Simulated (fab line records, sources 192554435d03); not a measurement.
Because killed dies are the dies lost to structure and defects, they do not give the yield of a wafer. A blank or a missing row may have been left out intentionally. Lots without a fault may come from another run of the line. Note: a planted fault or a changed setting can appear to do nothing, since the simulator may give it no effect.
Lot-split experiment ; flow n5-finfet ; 21 wafers read from 7 lots, route of 1938 steps

## ABOUT THE SPLIT
At N5_BEOL_M6_ETCH_62 (etches SOC in N2/H2, target depth 110 nm, overetch 22 nm, time 165 s), the setting time-s was moved away from the recipe's 165 s on 9 of the 21 wafers read, by -12.7% to +20.5%. For the rest of the wafers, this setting stayed at what the recipe calls for.

## FROM THE SPLIT TO THE READING: what the file shows between them, 2 steps
- N5_BEOL_M6_STRIP_68: strips in N2/H2
- N5_BEOL_M6_STRIP_67: strips in CF4

## THE READING
etch.depth-nm (the simulator's own value, which no gauge read), in nm, at N5_BEOL_M6_HM_OPEN_17 (chemistry Cl2/BCl3, target TiN, target depth 20 nm, overetch 6 nm). The file gives no usual value for it. Across the 12 wafers here that went through the recipe, the average is 19.97 nm and the standard deviation 0.14 nm.

wafer;tool, chamber at the split;time-s as run, s;against the recipe;etch.depth-nm, nm;against lot-mates on the recipe
L079.2;rie-diel-01, 3;165;recipe;19.83;-
L079.4;rie-diel-01, 2;165;recipe;19.87;-
L079.5;rie-diel-01, 1;165;recipe;19.8;-
L082.1;rie-diel-02, 0,1;165;recipe;20.15;-
L082.2;rie-diel-02, 0,1;165;recipe;20.11;-
L082.6;rie-diel-02, 0;165;recipe;19.93;-
L084.2;rie-diel-02, 1;180.8;+9.6%;18.46;-1.28
L084.4;rie-diel-02, 3;165;recipe;19.74;-
L084.6;rie-diel-02, 1;180.8;+9.6%;18.25;-1.49
L086.3;rie-diel-04, 0,2;165;recipe;19.98;-
L086.5;rie-diel-04, 1;165;recipe;19.97;-
L086.6;rie-diel-04, 0,2;165;recipe;20.21;-
L087.1;rie-diel-04, 2;165;recipe;20.09;-
L087.2;rie-diel-04, 3;198.8;+20.5%;16.87;-3.22
L087.5;rie-diel-04, 3;198.8;+20.5%;16.88;-3.21
L088.1;rie-diel-04, 1,0,2;176.3;+6.8%;18.96;no lot-mate on the recipe
L088.3;rie-diel-04, 1,0,2;176.3;+6.8%;19.01;no lot-mate on the recipe
L088.5;rie-diel-04, 1,0,2;176.3;+6.8%;18.88;no lot-mate on the recipe
L091.2;rie-diel-01, 0;144.1;-12.7%;19.97;+0.01
L091.5;rie-diel-01, 0;144.1;-12.7%;19.93;-0.03
L091.6;rie-diel-01, 2;165;recipe;19.96;-
The file does not say which wafer passed through which chamber wherever a row lists several chambers: such a row stands for several wafers.

THE FIT
A straight line over all 21 wafers: etch.depth-nm changes by -0.108 nm for each +1% of time-s; r = -0.88; the points scatter about the line by 0.49 nm.
The same after taking each lot's own level away (the mean of its wafers on the recipe; 18 wafers): -0.11 nm for each +1%; r = -0.88; scatter 0.53 nm.
On that fit, the largest move of time-s shifts the reading by 2.2 nm.
The lots' own levels span 19.740 to 20.090 nm, that is 2.5 times the standard deviation above.
Consequently the slope shifts little with the lot-to-lot level, the two slopes agreeing.
Check: for one of the wafers moved furthest among these (+20.5%), held out of the fit, the line's prediction against its lot-mates is -2.23 nm. Against them it came out at -3.22 nm.

## OTHER SPLITS ON THESE WAFERS
Other splits were also applied to these wafers ahead of the reading. Each is held against what the fit with the lots' levels taken away leaves over:
other split on the same wafers;wafers away from the commonest value;r with etch.depth-nm (lot level and that fit taken away)
N5_BEOL_M2_ALD_98 ald-cycles;6;-0.19
N5_BEOL_M3_COAT_61 spin-rpm;6;-0.38
N5_BEOL_M3_EXPOSE_25 dose-mj;6;+0.00
N5_BEOL_M3_DESCUM_33 time-s;4;+0.22
N5_BEOL_M4_TRENCH_ETCH_37 source-w;7;+0.15

## THE WHOLE CHAIN: every reading that the file lists as answering this split, in the file's order
step;what it does;reading;change (the file's fit);r (the file's)
N5_BEOL_M6_ETCH_62;etches SOC in N2/H2, target depth 110 nm, overetch 22 nm, time 165 s;SiARC_of_BEOL_M6_COAT_60.thk-nm (the simulator's own value, which no gauge read);-0.0779 nm for each +1% of the setting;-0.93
N5_BEOL_M6_HM_OPEN_17;chemistry Cl2/BCl3, target TiN, target depth 20 nm, overetch 6 nm;etch.depth-nm (the simulator's own value, which no gauge read);-0.118 nm for each +1% of the setting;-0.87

## THE FILE'S OWN FIT
etch.depth-nm changes by -0.118 nm for each +1% of time-s, r = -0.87.
